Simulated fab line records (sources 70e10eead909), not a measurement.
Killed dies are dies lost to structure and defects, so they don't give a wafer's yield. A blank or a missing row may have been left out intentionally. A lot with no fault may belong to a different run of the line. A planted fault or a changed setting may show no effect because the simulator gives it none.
Comparing a struck lot with a sound one -- flow nand_harc -- 16 steps out of a route of 1302
Sound: wafers L530.4, L530.5, L530.6. Struck: wafers L537.1, L537.4. (L537.3 of the same lot was not struck and is left out.) The cause comes at the end.
At each step with rows: each side's tool, then ch and its chambers, then its first start. Under that, the readings that differ: sound wafers -- struck wafers -- difference of the means -- sigmas: that difference in standard deviations of wafers without a fault.
alike: same words and numbers on both sides, and readings whose means sit less than 2 such deviations apart. not compared: any withheld reading, any reading some wafer has no value for, any bound like >300 that may hide the same value, and any number with overlapping values for which the record gives no deviation.
Wherever a step has rows on one side only, a row that says differs or no value, or a row with sigmas, the two part there. Numbers that have no deviation but don't overlap get no sigmas and don't part them. A reading that every wafer of one side lacks parts them only if that side has two wafers or more.

NHARC_A_ONON_D2_THK_MEAS_02: measures by ellipsometry.
  struck on film_metro-01, day 19 09:40; sound on film_metro-01, day 16 06:48
  alike: thk_nm
then, 1 step without rows for these wafers: NHARC_A_ONON_D2_DEP_03 (target thk 1000 nm).
NHARC_A_ONON_D2_THK_MEAS_05: measures by ellipsometry.
  struck on film_metro-01, day 19 10:13; sound on film_metro-02, day 16 07:22
  alike: thk_nm
then, 1 step without rows for these wafers: NHARC_A_ONON_D2_DEP_06 (target thk 1000 nm).
NHARC_A_ONON_D2_THK_MEAS_08: measures by ellipsometry.
  struck on film_metro-01, day 19 10:47; sound on film_metro-01, day 16 07:56
  alike: thk_nm
then, 1 step without rows for these wafers: NHARC_A_ONON_D2_DEP_09 (target thk 1000 nm).
NHARC_A_ONON_D2_THK_MEAS_11: measures by ellipsometry.
  struck on film_metro-01, day 19 11:21; sound on film_metro-02, day 16 08:30
  alike: thk_nm
then, 1 step without rows for these wafers: NHARC_A_ONON_D2_DEP_12 (target thk 1000 nm).
NHARC_A_ONON_D2_THK_MEAS_14: measures by ellipsometry.
  struck on film_metro-02, day 19 11:55; sound on film_metro-01, day 16 09:04
  alike: thk_nm
then, 2 steps without rows for these wafers: NHARC_A_ONON_D2_ANNEAL_15 (time 3600 s); NHARC_A_ONON_D2_DEP_16 (target thk 1000 nm).
NHARC_A_ONON_D2_THK_MEAS_18: measures by ellipsometry.
  struck on film_metro-02, day 19 19:14; sound on film_metro-01, day 16 16:25
  alike: thk_nm
NHARC_A_ONON_D2_DEP_19: target thk 1000 nm.
  sound on pecvd_onon-04 ch 0, day 16 16:39; struck on pecvd_onon-04 ch 0, day 19 19:17
  alike: nh3_flow_sccm
NHARC_A_ONON_D2_THK_MEAS_21: measures by ellipsometry.
  struck on film_metro-02, day 19 19:49; sound on film_metro-01, day 16 16:59
reading,sound,struck,difference,sigmas
thk_nm (nm),1009 1008 1008,1569 1570,+561,+56
then, 1 step without rows for these wafers: NHARC_A_ONON_D2_DEP_22 (target thk 1000 nm).
-- the record jumps here: 12 days lie between the struck wafers' starts before and after (it left off in module A_ONON_D2 and takes up again in module END, whose first step shown is number 1302 of the route) --
NHARC_END_SORT_01:
  the record has rows for the struck wafers here (prober-02 ch 0, day 31 22:12) and none for the sound ones

## WHERE THEY PART
Earliest at NHARC_A_ONON_D2_THK_MEAS_21; latest, in this record, at NHARC_END_SORT_01.

WHY: what had been put in by the simulator
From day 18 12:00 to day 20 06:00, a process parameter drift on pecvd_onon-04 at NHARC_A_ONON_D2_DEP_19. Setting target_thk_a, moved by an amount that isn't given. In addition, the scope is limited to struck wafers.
